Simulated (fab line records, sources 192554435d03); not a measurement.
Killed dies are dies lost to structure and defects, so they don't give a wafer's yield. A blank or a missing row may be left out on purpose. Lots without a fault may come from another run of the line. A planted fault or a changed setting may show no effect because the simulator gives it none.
fab line records | flow n5_finfet
record lots=8 wafers=23 last_day=17
route steps=1938 shown FIN_SAQP@96 FIN_CUT@163 BEOL_M4@1111 PASSIVATION@1936
lots that met no fault: from a run of the same line without faults
start_h: hours from the record's first day to the start of the lot's first wafer shown | wait_h: hours since the lot's step before | " the same as in the row above | L1.1+2: a row that stands for several wafers | - no value, or no start given | * or withheld: withheld | < > ~ a bound
route shown NAME@n: a module of which the file shows steps, and the number in the route of the first | usual: mean/standard deviation of fault-free wafers | same: alike in all rows | chamber/n: place in a boat | sites: the reading at each site | _std_site: their standard deviation | _edge_site: outer sites' mean less inner sites' | radius_mm: how far each site lies from the wafer's centre | mask NAME#n: copy n | behind: the tool/chamber that last shaped the wafer | hold: why the lot was held/for how many hours/how that ended | device: the transistor (n, p or np) that didn't switch | end of line: the same wafers' tests at the end of the route | a step without rows: its recipe alone | killed: dies lost to structure and defects at the first sort, not the wafer's yield | map: a wafer's dies, x killed, . not, _ none there
set.NAME: the setting as run; set.NAME@STEP: as run at that earlier step | model.NAME: the simulator's own value behind a step, which no gauge read
steps of the route over a sample of lots; a table a step, a row a wafer
services: from which hour (start_h, from the record's first day; less than 0 if before it) a tool's chamber was out of use, for how many hours, and why
## steps
# step N5_FIN_SAQP_HM_DEP_03
# recipe material=SiNx target_thk_a=380 temp_c=400 precursor=SiH4/NH3/N2 pressure_torr=1.5 rf_w=300 time_s=33.6
# usual chamber_pressure_Torr=1.500/0.0034 heater_power_outer_w=465/48 heater_power_w=789/72 showerhead_plenum_p_Torr=5.13/0.055 showerhead_vpp_V=1052/59 throttle_valve_pct=39.6/1.7
# columns lot.wafer tool chamber start_h wait_h chamber_pressure_Torr heater_power_outer_w heater_power_w showerhead_plenum_p_Torr showerhead_vpp_V since_wet_clean_h throttle_valve_pct
L926.2 pecvd-04 2 26.98 0.2 1.503 437 695 5.12 1023 339 37.1
L926.5 " 0 " " 1.502 433 783 5.09 1146 - 40.7
L926.6 " 1 " " 1.499 581 894 5.18 990 - 38.6
L932.1 pecvd-04 0 62.86 0.2 1.503 459 802 5.10 1160 1129 40.6
L932.3 " 2 " " 1.498 418 695 5.11 1013 375 37.1
L932.4 " 2 " " 1.492 425 705 5.10 1026 - 37.2
L934.4 pecvd-04 2 76.39 0.1 1.503 395 635 5.11 1029 - 37.2
L934.5 " 1 " " 1.499 536 853 5.16 985 - 38.5
L936.2 pecvd-04 2 88.30 0.3 1.493 502 788 5.10 1035 401 37.2
L936.3 " 0 " " 1.497 369 686 5.09 1182 1155 40.6
L936.4 " 0 " " 1.496 372 713 5.09 1173 - 40.6
L943.2 pecvd-04 2 128.91 0.2 1.502 457 757 5.10 1022 441 37.2
L943.4 " 1 " " 1.498 572 909 5.18 979 - 38.3
L943.5 " 0 " " 1.499 416 738 5.09 1171 - 40.8
L944.3 pecvd-04 2 136.75 0.1 1.500 461 742 5.09 1033 449 37.4
L944.5 " 2 " " 1.502 471 732 5.12 1015 - 37.2
L944.6 " 1 " " 1.500 456 737 5.16 993 - 38.3
L945.2 pecvd-02 1 141.60 0.2 1.502 468 764 5.22 1016 1752 42.9
L945.3 " 2 " " 1.499 492 812 5.06 1031 273 41.7
L945.5 " 0 " " 1.505 535 843 5.20 1036 - 37.7
L946.1 pecvd-04 2 147.53 0.2 1.503 466 758 5.11 1030 460 37.2
L946.4 " 1 " " 1.501 571 898 5.16 1008 - 38.2
L946.6 " 0 " " 1.499 463 815 5.09 1179 - 40.5
# step N5_FIN_SAQP_ETCH_65
# recipe chemistry=CF4 target=SiO2 target_depth_a=40 ion_energy_ev=350 time_s=4.4 pressure_mtorr=10 icp_w=800 bias_w=400 cf4_flow_sccm=80
# usual drypump_motor_current_A=6.0/0.43 oes_product_au=0.992/0.016 throttle_valve_pct=21.72/0.23
# columns lot.wafer tool chamber start_h wait_h drypump_motor_current_A oes_product_au rf_hours_counter_h throttle_valve_pct
L926.2 rie_si-04 3 30.01 0.1 5.8 0.987 5 21.57
L926.5 " 0 " " 6.1 0.988 - 21.90
L926.6 " 1 " " 6.6 0.966 - 21.88
L932.1 rie_si-04 0 66.83 0.1 6.1 0.979 3 21.89
L932.3 " 1 " " 6.5 0.970 9 21.88
L932.4 " 2 " " 6.0 1.008 88 21.55
L934.4 rie_si-02 1 79.71 0.1 5.5 1.024 7 21.56
L934.5 " 0 " " 5.7 0.960 - 21.20
L936.2 rie_si-04 2 91.57 0.1 6.0 1.004 88 21.54
L936.3 " 0 " " 6.0 0.971 4 21.87
L936.4 " 1 " " 6.5 0.958 10 21.86
L943.2 rie_si-01 0 132.17 0.1 6.7 0.974 8 21.35
L943.4 " 1 " " 5.3 1.010 125 21.92
L943.5 " 3 " " 5.5 1.000 - 22.06
L944.3 rie_si-04 1 140.63 0.1 6.5 0.980 10 21.86
L944.5 " 3 " " 5.8 0.996 - 21.59
L944.6 " 2 " " 6.0 1.000 - 21.58
L945.2 rie_si-01 0 144.81 0.1 6.7 0.970 8 21.34
L945.3 " 2 " " 5.5 1.017 31 21.79
L945.5 " 0 " " 6.7 0.970 - 21.33
L946.1 rie_si-01 2 150.56 0.1 5.5 1.013 31 21.79
L946.4 " 1 " " 5.3 0.995 - 21.92
L946.6 " 3 " " 5.5 0.993 - 22.06
# step N5_FIN_SAQP_ETCH_69
# recipe chemistry=N2/H2 target=SOC target_depth_a=1500 stop_on=SiNx ion_energy_ev=100 bias_w=61 pressure_mtorr=30 source_w=850 n2_flow_sccm=200 h2_flow_sccm=200
# usual drypump_motor_current_A=5.8/0.43 oes_product_au=0.77/0.066 rf_vpp_V=241.1/1.1 showerhead_plenum_p_Torr=2.57/0.05 throttle_valve_pct=17.80/0.2
# columns lot.wafer tool chamber start_h wait_h drypump_motor_current_A oes_product_au rf_hours_counter_h rf_vpp_V showerhead_plenum_p_Torr throttle_valve_pct
L926.2 rie_diel-01 1 30.65 - 6.2 0.90 27 243.0 2.61 17.93
L926.5 " 1 " " 6.2 0.90 - 240.1 2.61 17.94
L926.6 " 0 " " 5.9 0.77 - 240.2 2.46 17.71
L932.1 rie_diel-02 0 67.57 - 6.2 0.68 240 239.9 2.61 17.98
L932.3 " 0 " " 6.2 0.68 - 242.0 2.61 17.99
L932.4 " 3 " " 5.2 0.74 - 240.4 2.54 17.54
L934.4 rie_diel-01 1 80.27 - 6.2 0.87 41 240.8 2.60 17.95
L934.5 " 1 " " 6.2 0.88 - 241.6 2.60 17.96
L936.2 rie_diel-02 1 92.14 - 5.8 0.79 125 240.4 2.53 17.70
L936.3 " 2 " " 6.6 0.77 142 241.8 2.65 18.11
L936.4 " 1 " " 5.9 0.78 - 241.5 2.53 17.72
L943.2 rie_diel-01 0 132.77 - 5.9 0.74 153 241.3 2.44 17.79
L943.4 " 1 " " 6.2 0.86 56 242.4 2.59 18.00
L943.5 " 1 " " 6.2 0.86 - 240.2 2.59 17.99
L944.3 rie_diel-04 2 141.19 - 6.0 0.79 81 240.4 2.57 17.54
L944.5 " 1 " " 5.6 0.83 - 241.8 2.58 17.95
L944.6 " 0 " " 5.3 0.71 - 241.6 2.53 17.80
L945.2 rie_diel-04 3 145.44 - 5.6 0.69 242 240.6 2.59 17.96
L945.3 " 2 " " 6.0 0.80 83 241.5 2.57 17.53
L945.5 " 1 " " 5.5 0.82 - 240.8 2.58 17.95
L946.1 rie_diel-02 3 151.12 - 5.2 0.70 185 241.2 2.52 17.61
L946.4 " 2 " " 6.6 0.74 164 242.2 2.64 18.17
L946.6 " 0 " " 6.2 0.90 - 240.5 2.60 17.59
# step N5_FIN_SAQP_INSPECT_40
# recipe inspect_instrument=brightfield mode=aei
# usual raw_defect_count=258/77
# columns lot.wafer tool chamber start_h wait_h raw_defect_count
L926.2 defect_inspect-01 - 32.08 0.0 188
L926.5 " - " " 271
L926.6 " - " " 272
L932.1 defect_inspect-02 - 69.13 0.0 262
L932.3 " - " " 240
L932.4 " - " " 344
L934.4 defect_inspect-02 - 81.70 0.0 271
L934.5 " - " " 223
L936.2 defect_inspect-01 - 95.78 0.0 235
L936.3 " - " " 210
L936.4 " - " " 245
L943.2 defect_inspect-01 - 134.19 0.0 489
L943.4 " - " " 511
L943.5 " - " " 531
L944.3 defect_inspect-01 - 142.70 0.0 534
L944.5 " - " " 403
L944.6 " - " " 494
L945.2 defect_inspect-02 - 147.38 0.0 343
L945.3 " - " " 287
L945.5 " - " " 352
L946.1 defect_inspect-01 - 152.75 0.0 461
L946.4 " - " " 522
L946.6 " - " " 411
# step N5_FIN_CUT_CD_MEAS_08
# recipe target_cd_nm=29.1 landing_energy_ev=500 detector=se_inlens polarity=opening
# usual cd_nm=29.08/0.21
# columns lot.wafer tool chamber start_h wait_h cd_nm
L926.2 cd_sem-02 0 32.51 - 29.13
L926.5 " 0 " " 28.80
L926.6 " 0 " " 29.21
L932.1 cd_sem-02 0 69.44 - 29.21
L932.3 " 0 " " 29.03
L932.4 " 0 " " 29.05
L934.4 cd_sem-01 0 82.14 - 29.57
L934.5 " 0 " " 29.24
L936.2 cd_sem-03 0 96.21 - 28.75
L936.3 " 0 " " 29.07
L936.4 " 0 " " 29.24
L943.2 cd_sem-02 0 134.62 - 29.13
L943.4 " 0 " " 29.11
L943.5 " 0 " " 29.08
L944.3 cd_sem-01 0 143.00 - 29.19
L944.5 " 0 " " 28.88
L944.6 " 0 " " 28.87
L945.2 cd_sem-02 0 147.68 - 29.18
L945.3 " 0 " " 28.68
L945.5 " 0 " " 28.72
L946.1 cd_sem-01 0 153.18 - 29.44
L946.4 " 0 " " 29.36
L946.6 " 0 " " 29.18
# step N5_FIN_CUT_INSPECT_10
# recipe mode=adi inspect_instrument=brightfield
# usual raw_defect_count=46/12
# columns lot.wafer tool chamber start_h wait_h raw_defect_count
L926.2 defect_inspect-01 - 32.59 0.0 36
L926.5 " - " " 55
L926.6 " - " " 36
L932.1 defect_inspect-02 - 69.52 0.1 44
L932.3 " - " " 38
L932.4 " - " " 48
L934.4 defect_inspect-01 - 82.22 0.0 32
L934.5 " - " " 56
L936.2 defect_inspect-01 - 96.30 0.0 47
L936.3 " - " " 46
L936.4 " - " " 46
L943.2 defect_inspect-01 - 134.70 0.0 288
L943.4 " - " " 302
L943.5 " - " " 302
L944.3 defect_inspect-02 - 143.09 0.0 312
L944.5 " - " " 282
L944.6 " - " " 339
L945.2 defect_inspect-02 - 147.77 0.0 64
L945.3 " - " " 51
L945.5 " - " " 67
L946.1 defect_inspect-01 - 153.27 0.1 299
L946.4 " - " " 285
L946.6 " - " " 277
# step N5_FIN_CUT_INSPECT_17
# recipe inspect_instrument=brightfield mode=aei
# usual raw_defect_count=264/68
# columns lot.wafer tool chamber start_h wait_h raw_defect_count
L926.2 defect_inspect-02 - 33.61 0.0 216
L926.5 " - " " 329
L926.6 " - " " 325
L932.1 defect_inspect-02 - 70.47 0.0 246
L932.3 " - " " 236
L932.4 " - " " 323
L934.4 defect_inspect-01 - 83.17 0.0 220
L934.5 " - " " 191
L936.2 defect_inspect-02 - 97.33 0.0 274
L936.3 " - " " 243
L936.4 " - " " 280
L943.2 defect_inspect-01 - 135.69 0.0 480
L943.4 " - " " 527
L943.5 " - " " 525
L944.3 defect_inspect-02 - 144.03 0.0 569
L944.5 " - " " 412
L944.6 " - " " 523
L945.2 defect_inspect-02 - 148.72 0.0 345
L945.3 " - " " 287
L945.5 " - " " 333
L946.1 defect_inspect-02 - 155.04 0.0 477
L946.4 " - " " 570
L946.6 " - " " 442
# step N5_BEOL_M4_RC_MEAS_101
# usual DIBL_N=36.1/1.6 DIBL_P=35.8/2.1 IOFF_N=0.16/0.031 IOFF_P=0.21/0.034 ION_N=673/12 ION_P=461/7.2 SS_N=71.4/0.59 SS_P=73.3/0.63 VT_N=250/3.1 VT_P=-250/3.3
# columns lot.wafer tool chamber start_h wait_h DIBL_N[mV/V] DIBL_P[mV/V] IOFF_N[nA/um] IOFF_P[nA/um] ION_N[uA/um] ION_P[uA/um] SS_N[mV/dec] SS_P[mV/dec] VT_N[mV] VT_P[mV]
L926.2 prober-01 0 175.52 0.2 35.3 35.4 0.15 0.19 674 457 71.6 73.0 249 -251
L926.5 " 0 " " 38.5 38.8 0.21 0.24 687 461 72.6 73.6 245 -249
L926.6 " 0 " " 36.4 37.1 0.16 0.23 674 465 71.7 73.4 250 -247
L932.1 prober-01 0 215.10 0.0 37.1 35.6 0.18 0.23 691 465 72.0 73.1 247 -249
L932.3 " 0 " " 35.8 34.7 0.14 0.21 671 461 71.1 73.3 250 -247
L932.4 " 0 " " 37.0 35.9 0.17 0.24 683 471 72.0 73.2 247 -245
L934.4 prober-02 0 233.98 0.5 36.4 35.5 0.14 0.18 667 453 70.6 73.6 251 -253
L934.5 " 0 " " 36.4 36.1 0.15 0.21 668 454 70.6 73.7 251 -251
L936.2 prober-01 0 246.21 0.2 34.2 34.8 0.14 0.20 666 463 70.9 72.3 250 -249
L936.3 " 0 " " 34.6 36.0 0.15 0.21 688 478 71.3 72.5 248 -250
L936.4 " 0 " " 36.7 36.9 0.18 0.21 687 471 71.7 73.6 247 -254
L943.2 prober-01 0 281.00 0.2 36.2 36.4 0.15 0.20 669 461 70.9 73.8 250 -251
L943.4 " 0 " " 35.7 36.7 0.14 0.20 673 465 71.5 73.3 251 -250
L943.5 " 0 " " 38.9 39.9 0.20 0.25 676 463 72.4 74.3 246 -247
L944.3 prober-01 0 284.45 0.3 34.9 34.4 0.14 0.20 658 457 71.2 72.8 252 -249
L944.5 " 0 " " 34.4 33.1 0.12 0.17 654 450 70.5 72.2 254 -253
L944.6 " 0 " " 35.2 34.6 0.13 0.20 660 454 71.1 73.1 251 -250
L945.2 prober-02 0 295.19 0.2 35.3 34.9 0.15 0.23 667 470 71.1 73.2 253 -247
L945.3 " 0 " " 37.0 37.4 0.18 0.26 670 470 71.5 73.6 247 -247
L945.5 " 0 " " 37.0 35.8 0.18 0.23 675 465 71.3 73.6 249 -247
L946.1 prober-01 0 300.74 0.0 36.8 35.8 0.18 0.22 676 465 71.4 73.6 247 -247
L946.4 " 0 " " 38.2 38.7 0.21 0.29 685 469 72.2 74.5 244 -246
L946.6 " 0 " " 37.3 36.1 0.17 0.23 675 462 71.9 73.7 249 -249
# step N5_PASSIVATION_PROBE_49
# usual defect_limited_yield=91.0/1.5 killed_at_M0_to_M3=35/11 killed_at_M4_up=13/6 killed_at_contacts=14/6.5 killed_at_front_end=40/12 killed_at_other=4/3.4 killed_dies=106/18 killed_open=68/14 killed_short=35/7.7 sort_bin_5_function=5.2/0.98 sort_bin_6_memory=3.4/0.72 sort_n_pass=1074/18 sort_yield_pct=91.0/1.5
# same gross_dies=1180 killed_at_back_side=0 sort_bin_4_leakage[%]=0 sort_bin_8_speed[%]=0
# columns lot.wafer tool chamber start_h wait_h defect_limited_yield[%] killed_at_M0_to_M3 killed_at_M4_up killed_at_contacts killed_at_front_end killed_at_other killed_dies killed_open killed_short sort_bin_5_function[%] sort_bin_6_memory[%] sort_n_pass sort_yield_pct[%]
L944.3 prober-01 - 382.26 0.1 86.3 33 8 11 108 2 162 50 26 9.7 3.1 1018 86.3
L944.5 prober-01 - 382.36 0.2 83.6 38 11 11 126 8 194 69 31 11.3 4.1 986 83.6
L944.6 prober-01 - 382.41 0.3 87.1 22 11 18 98 3 152 44 30 7.8 3.6 1028 87.1
L943.2 prober-01 - 386.93 0.1 84.7 42 11 5 121 1 180 58 33 10.6 3.6 1000 84.7
L943.4 prober-01 - 387.03 0.2 85.1 29 10 7 124 6 176 65 33 9.9 3.6 1004 85.1
L943.5 prober-01 - 387.08 0.2 82.5 37 8 7 143 11 206 55 46 10.8 5.3 974 82.5
L946.1 prober-02 - 401.58 0.0 83.4 34 18 13 129 2 196 76 24 11.4 3.9 984 83.4
L946.4 prober-02 - 401.73 0.2 87.2 21 20 16 94 0 151 58 19 8.1 3.6 1029 87.2
L946.6 prober-02 - 401.83 0.3 83.6 27 13 12 138 4 194 58 37 10.1 5.1 986 83.6
# killed by level:class
L944.3 FIN_SAQP:unspecified=81 BEOL_M0:geometric_particle:open=8 BEOL_M2:geometric_particle:open=7 MOL_CONTACT_COAG:geometric_particle:open=6 BEOL_M0_SAQP:geometric_particle:short=4 BEOL_M3:geometric_particle:open=4 DUMMY_GATE:geometric_particle:open=3 ILD0:geometric_particle:open=3
L944.5 FIN_SAQP:unspecified=91 STI_FIN_REVEAL:geometric_particle:open=9 MOL_CONTACT_COAG:geometric_particle:open=9 BEOL_M2:geometric_particle:open=9 BEOL_M0_SAQP:geometric_particle:open=8 BEOL_M1:geometric_particle:open=6 DUMMY_GATE:geometric_particle:open=5 BEOL_M1:geometric_particle:short=5
L944.6 FIN_SAQP:unspecified=73 MOL_CONTACT_COAG:geometric_particle:open=14 BEOL_M0_SAQP:geometric_particle:short=6 BEOL_M0:geometric_particle:open=5 BEOL_M4:geometric_particle:open=5 DUMMY_GATE:geometric_particle:open=4 ILD0:geometric_particle:short=4 MOL_CONTACT_COAG:geometric_particle:short=4
L943.2 FIN_SAQP:unspecified=89 BEOL_M0_SAQP:geometric_particle:short=19 STI_FIN_REVEAL:geometric_particle:open=13 BEOL_M0_SAQP:geometric_particle:open=12 BEOL_M4:geometric_particle:open=6 BEOL_M1:geometric_particle:open=5 FIN_SAQP:geometric_particle:short=4 MOL_CONTACT_COAG:geometric_particle:open=4
L943.4 FIN_SAQP:unspecified=76 STI_FIN_REVEAL:geometric_particle:open=11 FIN_SAQP:geometric_particle:short=9 DUMMY_GATE:geometric_particle:open=9 BEOL_M0_SAQP:geometric_particle:open=8 FIN_SAQP:geometric_particle:open=6 BEOL_M0_SAQP:geometric_particle:short=6 BEOL_M2:geometric_particle:open=5
L943.5 FIN_SAQP:unspecified=99 BEOL_M0_SAQP:geometric_particle:short=14 FIN_SAQP:geometric_particle:short=9 BEOL_M0_SAQP:geometric_particle:open=7 MOL_CONTACT_COAG:geometric_particle:open=6 BEOL_M1:geometric_particle:open=6 FIN_SAQP:geometric_particle:open=5 DUMMY_GATE:geometric_particle:open=5
L946.1 FIN_SAQP:unspecified=95 STI_FIN_REVEAL:geometric_particle:open=21 MOL_CONTACT_COAG:geometric_particle:open=10 BEOL_M0_SAQP:geometric_particle:open=9 BEOL_M4:geometric_particle:open=9 BEOL_M0_SAQP:geometric_particle:short=7 GATE_CUT:geometric_particle:short=5 BEOL_M2:geometric_particle:open=5
L946.4 FIN_SAQP:unspecified=70 MOL_CONTACT_COAG:geometric_particle:open=12 STI_FIN_REVEAL:geometric_particle:open=8 BEOL_M1:geometric_particle:open=6 BEOL_M3:geometric_particle:open=6 BEOL_M4:geometric_particle:open=6 STARTING-WAFER:geometric_particle:short=4 MOL_CONTACT_COAG:geometric_particle:short=3
L946.6 FIN_SAQP:unspecified=95 GATE_CUT:geometric_particle:short=10 STI_FIN_REVEAL:geometric_particle:open=8 MOL_CONTACT_COAG:geometric_particle:open=8 BEOL_M0_SAQP:geometric_particle:open=7 BEOL_M3:geometric_particle:open=5 STARTING-WAFER:geometric_particle:open=5 FIN_SAQP:geometric_particle:short=4
## services
# columns tool chamber start_h hours kind
rie_diel-01 2 9.58 6.9 repair
rie_diel-01 3 12.47 18.8 repair
rie_si-04 - 15.56 4.1 repair
rie_si-02 0 20.01 7.1 repair
pecvd-02 0 29.73 4.2 repair
pecvd-04 0 33.68 12.9 repair
rie_diel-02 - 46.23 2.8 pm
rie_diel-02 2 49.88 22.3 repair
pecvd-04 2 59.34 2.1 scheduled_down
rie_diel-02 1 60.94 12.0 repair
pecvd-02 0 64.49 2.1 scheduled_down
rie_diel-01 1 68.06 6.8 repair
rie_si-04 0 82.52 3.3 repair
pecvd-04 2 83.32 2.2 repair
rie_diel-02 0 91.12 - clean
rie_diel-02 0 91.12 - consumable_replace:focus_ring
rie_diel-02 0 91.12 16.2 scheduled_down
rie_diel-02 0 91.12 16.2 vent_cycle
rie_diel-01 1 98.46 4.6 repair
pecvd-04 2 103.97 5.5 scheduled_down
rie_si-04 1 125.56 1.6 repair
rie_si-02 - 147.51 0.1 repair
rie_diel-04 3 149.90 3.7 repair
## key
first_sign step=N5_FIN_SAQP_INSPECT_40 reading=raw_defect_count direction=up sigmas=2.9 usual=258 struck=484
effect step=N5_FIN_CUT_INSPECT_10 reading=raw_defect_count direction=up sigmas=21 usual=46 struck=298
effect step=N5_FIN_CUT_INSPECT_17 reading=raw_defect_count direction=up sigmas=3.5 usual=264 struck=503
effect step=N5_PASSIVATION_PROBE_49 reading=killed_at_front_end direction=up sigmas=6.5 usual=40 struck=120
more_kills_born_at N5_FIN_SAQP_HM_DEP_03@pecvd-04=769
met_at N5_FIN_SAQP_HM_DEP_03
struck_lots L943,L944,L946
not_acting_at N5_FIN_SAQP_ETCH_65,N5_FIN_SAQP_ETCH_69,N5_FIN_CUT_CD_MEAS_08
onset_between 88.30 128.91
fault kind=chamber_particle_source tool=pecvd-04 chamber=- onset_h=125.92 steps=N5_FIN_SAQP_HM_DEP_03 rate_per_visit_cm2=0.40863 end_h=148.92
